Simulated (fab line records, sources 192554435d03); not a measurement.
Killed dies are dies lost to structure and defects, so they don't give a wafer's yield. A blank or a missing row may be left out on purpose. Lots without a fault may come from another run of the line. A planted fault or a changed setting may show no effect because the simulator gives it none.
Split-lot experiment | flow n5_finfet | 7 lots, 39 wafers read, on a route of 1938 steps

THE SPLIT
At N5_MIM_TOP_LITHO_DEVELOP_07 (develop time 60 s), the setting develop_time_s was moved away from the recipe's 60 s on 12 of the 39 wafers read, by -56.1% to +48.2%. The other wafers ran this setting at the recipe's value.

FROM THE SPLIT TO THE READING: what the file shows between them, 1 step
- N5_MIM_TOP_LITHO_HARDBAKE_09: time 120 s

THE READING
cd_nm, in nm, at N5_MIM_TOP_LITHO_CD_MEAS_08 (target cd 2000 nm). Fault-free wafers of this fab line usually give 2000.7 nm, standard deviation 2 nm.

wafer  | tool, chamber at the split | develop_time_s as run, s | against the recipe | cd_nm, nm | against lot-mates on the recipe
L074.1 | litho_track-05, 0          | 26.32                    | -56.1%             | 2018.0    | +18.2
L074.2 | litho_track-05, 0          | 60                       | recipe             | 2001.5    | -
L074.3 | litho_track-05, 0          | 26.32                    | -56.1%             | 2016.7    | +16.9
L074.4 | litho_track-05, 0          | 26.32                    | -56.1%             | 2016.3    | +16.5
L074.5 | litho_track-05, 0          | 60                       | recipe             | 2001.9    | -
L074.6 | litho_track-05, 0          | 60                       | recipe             | 1996.0    | -
L075.1 | litho_track-03, 0          | 60                       | recipe             | 1998.3    | -
L075.2 | litho_track-03, 0          | 60                       | recipe             | 1998.2    | -
L075.3 | litho_track-03, 0          | 60                       | recipe             | 1998.6    | -
L075.4 | litho_track-03, 0          | 60                       | recipe             | 1999.4    | -
L075.5 | litho_track-03, 0          | 60                       | recipe             | 1998.0    | -
L075.6 | litho_track-03, 0          | 60                       | recipe             | 2000.2    | -
L084.2 | litho_track-03, 0          | 60                       | recipe             | 1998.3    | -
L084.3 | litho_track-03, 0          | 60                       | recipe             | 1997.5    | -
L084.6 | litho_track-03, 0          | 60                       | recipe             | 1999.6    | -
L083.1 | litho_track-05, 0          | 60                       | recipe             | 2005.5    | -
L083.2 | litho_track-05, 0          | 88.89                    | +48.2%             | 1999.0    | -4.2
L083.3 | litho_track-05, 0          | 60                       | recipe             | 2004.5    | -
L083.4 | litho_track-05, 0          | 88.89                    | +48.2%             | 1995.5    | -7.7
L083.5 | litho_track-05, 0          | 88.89                    | +48.2%             | 1997.2    | -6.0
L083.6 | litho_track-05, 0          | 60                       | recipe             | 1999.6    | -
L087.1 | litho_track-03, 0          | 60                       | recipe             | 2000.1    | -
L087.2 | litho_track-03, 0          | 60                       | recipe             | 2000.7    | -
L087.3 | litho_track-03, 0          | 76.63                    | +27.7%             | 1994.8    | -5.3
L087.4 | litho_track-03, 0          | 76.63                    | +27.7%             | 1998.6    | -1.5
L087.5 | litho_track-03, 0          | 60                       | recipe             | 1999.4    | -
L087.6 | litho_track-03, 0          | 76.63                    | +27.7%             | 1996.9    | -3.2
L096.1 | litho_track-03, 0          | 60                       | recipe             | 1997.8    | -
L096.2 | litho_track-03, 0          | 60                       | recipe             | 2000.0    | -
L096.3 | litho_track-03, 0          | 60                       | recipe             | 2001.0    | -
L096.4 | litho_track-03, 0          | 60                       | recipe             | 1999.3    | -
L096.5 | litho_track-03, 0          | 60                       | recipe             | 2001.3    | -
L096.6 | litho_track-03, 0          | 60                       | recipe             | 2000.1    | -
L097.1 | litho_track-03, 0          | 60                       | recipe             | 2002.0    | -
L097.2 | litho_track-03, 0          | 60                       | recipe             | 2001.3    | -
L097.3 | litho_track-03, 0          | 88.26                    | +47.1%             | 1991.9    | -9.5
L097.4 | litho_track-03, 0          | 88.26                    | +47.1%             | 1995.0    | -6.4
L097.5 | litho_track-03, 0          | 88.26                    | +47.1%             | 1994.3    | -7.1
L097.6 | litho_track-03, 0          | 60                       | recipe             | 2000.8    | -

THE FIT
A straight line over all 39 wafers: cd_nm changes by -0.185 nm for each +1% of develop_time_s; r = -0.84; the points scatter about the line by 3 nm.
The same after taking each lot's own level away (the mean of its wafers on the recipe; 39 wafers): -0.21 nm for each +1%; r = -0.92; scatter 2.3 nm.
On that fit, the largest move of develop_time_s shifts the reading by 12 nm.
The lots' own levels span 1998.47 to 2003.20 nm, that is 2.4 times the standard deviation above.
So the lot-to-lot level changes the slope: the two fits differ.
Check: with one of the wafers moved furthest among these (-56.1%) left out of the fit, the line predicts +11.7 nm for it against its lot-mates. It came out at +18.2 nm against them.

OTHER SPLITS ON THESE WAFERS
These wafers also went through other splits before the reading. Each is held against what the fit with the lots' levels taken away leaves over:
other split on the same wafers | wafers away from the commonest value | r with cd_nm (lot level and that fit taken away)
N5_BEOL_M8_PECVD_70 time_s     | 12                                   | -0.24
N5_BEOL_M11_ILD_DEP_00 time_s  | 15                                   | -0.12
N5_BEOL_M12_SPUTTER_44 time_s  | 15                                   | +0.09

THE WHOLE CHAIN: every reading that the file lists as answering this split, in the file's order
step                        | what it does             | reading                                                              | change (the file's fit)               | r (the file's)
N5_MIM_TOP_LITHO_CD_MEAS_08 | target cd 2000 nm        | cd_nm                                                                | -0.201 nm for each +1% of the setting | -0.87
N5_MIM_TOP_LITHO_DESCUM_10  | chemistry O2, time 7.9 s | MIM_TOP_LITHO.cd_nm (the simulator's own value, which no gauge read) | -0.202 nm for each +1% of the setting | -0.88

THE FILE'S OWN FIT
cd_nm changes by -0.201 nm for each +1% of develop_time_s, r = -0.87.
